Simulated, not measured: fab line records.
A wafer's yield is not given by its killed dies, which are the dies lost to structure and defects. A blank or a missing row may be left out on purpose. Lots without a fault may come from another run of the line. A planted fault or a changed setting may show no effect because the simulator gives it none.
Matching of chambers || flow n5 finfet || rie diel-04 running N5_MOL_CONTACT_COAG_ETCHBACK_136: 4 sister chambers
The step etches SiO2 in CHF3, target depth 25 nm, time 16.7 s. 4 wafers are shown with their chamber, then 8 later ones without.

== EACH WAFER AND ITS CHAMBER ==
{"wafer": "L084.3", "chamber": 2, "drypump motor current A (A)": 5.7}
{"wafer": "L092.1", "chamber": 1, "drypump motor current A (A)": 6.1}
{"wafer": "L092.5", "chamber": 3, "drypump motor current A (A)": 6.0}
{"wafer": "L093.3", "chamber": 0, "drypump motor current A (A)": 6.5}

== WAFERS WITH NO CHAMBER GIVEN ==
{"wafer": "L093.4", "drypump motor current A (A)": 5.9}
{"wafer": "L093.5", "drypump motor current A (A)": 6.5}
{"wafer": "L095.2", "drypump motor current A (A)": 5.9}
{"wafer": "L095.3", "drypump motor current A (A)": 5.7}
{"wafer": "L095.4", "drypump motor current A (A)": 6.5}
{"wafer": "L097.2", "drypump motor current A (A)": 5.9}
{"wafer": "L097.3", "drypump motor current A (A)": 6.1}
{"wafer": "L097.4", "drypump motor current A (A)": 5.8}

== THE CHAMBER EACH PASSED THROUGH ==
{"wafer": "L093.4", "from the rows above": "can't be placed: 3 or 1 or 2", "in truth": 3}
{"wafer": "L093.5", "from the rows above": 0, "in truth": 0}
{"wafer": "L095.2", "from the rows above": "can't be placed: 3 or 1 or 2", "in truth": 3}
{"wafer": "L095.3", "from the rows above": 2, "in truth": 2}
{"wafer": "L095.4", "from the rows above": 0, "in truth": 0}
{"wafer": "L097.2", "from the rows above": "can't be placed: 3 or 1 or 2", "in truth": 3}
{"wafer": "L097.3", "from the rows above": "can't be placed: 1 or 3", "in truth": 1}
{"wafer": "L097.4", "from the rows above": "can't be placed: 2 or 3", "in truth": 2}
Placed correctly: 3 of 8. Cannot be placed on the basis of these rows: 5; the candidates contain the true chamber in 5. Number placed wrongly: 0.
How it was worked out, from the rows above alone: a wafer's distance from a chamber is the root of the sum, over the readings, of the square of ((its reading less the chamber's mean) divided by the reading's scatter). The wafer belongs to the nearest chamber; if the next one is less than 2 further off, it can't be placed. Each chamber's mean is taken over the wafers shown for it. The scatter: with one shown wafer a chamber, the root of the mean of the squares of how far each hidden wafer lies from its nearest shown one.
